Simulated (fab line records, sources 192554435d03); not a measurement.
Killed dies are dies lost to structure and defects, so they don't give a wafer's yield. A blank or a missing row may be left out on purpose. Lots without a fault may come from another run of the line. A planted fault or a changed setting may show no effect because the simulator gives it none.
Split-lot experiment | flow n5_finfet | 7 lots, 39 wafers read, on a route of 1938 steps

THE SPLIT
At N5_SD_EPI_P_DESCUM_14 (chemistry O2, time 7.9 s), the setting time_s was moved away from the recipe's 7.9 s on 12 of the 39 wafers read, by -33.6% to +50.3%. The other wafers ran this setting at the recipe's value.

The file shows no step between the split and the reading.

THE READING
CAR-ArF-block_of_SD_EPI_P_COAT_03.thk_nm (the simulator's own value, which no gauge read), in nm, at N5_SD_EPI_P_ETCH_36 (etches SiARC in CF4, target depth 45.5 nm, time 75.8 s). The file gives no usual value for it. The 27 wafers here that ran the recipe average 111.0 nm, standard deviation 0.39 nm.

wafer  | tool, chamber at the split | time_s as run, s | against the recipe | CAR-ArF-block_of_SD_EPI_P_COAT_03.thk_nm, nm | against lot-mates on the recipe
L076.1 | rie_diel-01, 2             | 11.87            | +50.3%             | 108.4                                        | -2.9
L076.2 | rie_diel-01, 3             | 11.87            | +50.3%             | 108.6                                        | -2.7
L076.4 | rie_diel-01, 1             | 11.87            | +50.3%             | 108.6                                        | -2.7
L076.3 | rie_diel-01, 1             | 7.9              | recipe             | 111.2                                        | -
L076.5 | rie_diel-01, 2             | 7.9              | recipe             | 111                                          | -
L076.6 | rie_diel-01, 3             | 7.9              | recipe             | 111.6                                        | -
L079.1 | rie_diel-03, 0             | 5.246            | -33.6%             | 112.6                                        | +1.3
L079.5 | rie_diel-03, 0             | 5.246            | -33.6%             | 112.6                                        | +1.3
L079.2 | rie_diel-03, 2             | 7.9              | recipe             | 111.2                                        | -
L079.4 | rie_diel-03, 2             | 7.9              | recipe             | 111.2                                        | -
L079.3 | rie_diel-03, 3             | 5.246            | -33.6%             | 113.2                                        | +1.9
L079.6 | rie_diel-03, 3             | 7.9              | recipe             | 111.4                                        | -
L084.1 | rie_diel-02, 1             | 7.9              | recipe             | 110.8                                        | -
L084.2 | rie_diel-02, 0,2           | 7.9              | recipe             | 111                                          | -
L084.4 | rie_diel-02, 0,2           | 7.9              | recipe             | 111                                          | -
L084.3 | rie_diel-02, 3             | 11.54            | +46.1%             | 109                                          | -1.9
L084.5 | rie_diel-02, 1             | 11.54            | +46.1%             | 109.2                                        | -1.7
L084.6 | rie_diel-02, 0             | 11.54            | +46.1%             | 109.4                                        | -1.5
L087.2 | rie_diel-02, 2             | 7.9              | recipe             | 111.4                                        | -
L087.4 | rie_diel-02, 1             | 7.9              | recipe             | 111.2                                        | -
L087.5 | rie_diel-02, 0             | 7.9              | recipe             | 111.6                                        | -
L091.1 | rie_diel-01, 3,0           | 7.9              | recipe             | 111.4                                        | -
L091.2 | rie_diel-01, 3,0           | 7.9              | recipe             | 111.4                                        | -
L091.3 | rie_diel-01, 1             | 7.9              | recipe             | 111                                          | -
L091.4 | rie_diel-01, 2             | 7.9              | recipe             | 111.2                                        | -
L091.5 | rie_diel-01, 0,3           | 7.9              | recipe             | 111.2                                        | -
L091.6 | rie_diel-01, 0,3           | 7.9              | recipe             | 111.2                                        | -
L092.1 | rie_diel-01, 0,2           | 7.9              | recipe             | 110.2                                        | -
L092.4 | rie_diel-01, 0,2           | 7.9              | recipe             | 110.2                                        | -
L092.2 | rie_diel-01, 1             | 7.9              | recipe             | 110.8                                        | -
L092.6 | rie_diel-01, 3             | 7.9              | recipe             | 110.8                                        | -
L092.3 | rie_diel-01, 3,0           | 7.9              | recipe             | 110.6                                        | -
L092.5 | rie_diel-01, 3,0           | 7.9              | recipe             | 110.4                                        | -
L097.1 | rie_diel-02, 0             | 10.11            | +28.0%             | 110.2                                        | -0.9
L097.2 | rie_diel-02, 3,1           | 7.9              | recipe             | 111.4                                        | -
L097.3 | rie_diel-02, 3,1           | 7.9              | recipe             | 111.4                                        | -
L097.4 | rie_diel-02, 2             | 10.11            | +28.0%             | 109.2                                        | -1.9
L097.5 | rie_diel-02, 0             | 10.11            | +28.0%             | 109.6                                        | -1.5
L097.6 | rie_diel-02, 3             | 7.9              | recipe             | 110.4                                        | -
Where a row lists several chambers, the file gives one row for several wafers and doesn't say which wafer went through which chamber.

THE FIT
A straight line over all 39 wafers: CAR-ArF-block_of_SD_EPI_P_COAT_03.thk_nm changes by -0.0474 nm for each +1% of time_s; r = -0.94; the points scatter about the line by 0.39 nm.
The same after taking each lot's own level away (the mean of its wafers on the recipe; 39 wafers): -0.0469 nm for each +1%; r = -0.96; scatter 0.3 nm.
On that fit, the largest move of time_s shifts the reading by 2.4 nm.
The lots' own levels span 110.50 to 111.40 nm, that is 2.3 times the standard deviation above.
So the lot-to-lot level changes the slope little: the two slopes agree.
Check: with one of the wafers moved furthest among these (+50.3%) left out of the fit, the line predicts -2.28 nm for it against its lot-mates. It came out at -2.87 nm against them.

OTHER SPLITS ON THESE WAFERS
These wafers also went through other splits before the reading. Each is held against what the fit with the lots' levels taken away leaves over:
other split on the same wafers       | wafers away from the commonest value | r with CAR-ArF-block_of_SD_EPI_P_COAT_03.thk_nm (lot level and that fit taken away)
N5_ZERO_LAYER_ETCH_18 target_depth_a | 18                                   | +0.20
N5_FIN_SAQP_HM_DEP_03 time_s         | 12                                   | +0.07

THE WHOLE CHAIN: every reading that the file lists as answering this split, in the file's order
step                  | what it does                                           | reading                                                                                   | change (the file's fit)                | r (the file's)
N5_SD_EPI_P_DESCUM_14 | chemistry O2, time 7.9 s                               | CAR-ArF-block_of_SD_EPI_P_COAT_03.thk_nm (the simulator's own value, which no gauge read) | -0.0463 nm for each +1% of the setting | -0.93
N5_SD_EPI_P_ETCH_36   | etches SiARC in CF4, target depth 45.5 nm, time 75.8 s | CAR-ArF-block_of_SD_EPI_P_COAT_03.thk_nm (the simulator's own value, which no gauge read) | -0.0469 nm for each +1% of the setting | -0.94

THE FILE'S OWN FIT
CAR-ArF-block_of_SD_EPI_P_COAT_03.thk_nm changes by -0.0469 nm for each +1% of time_s, r = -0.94.
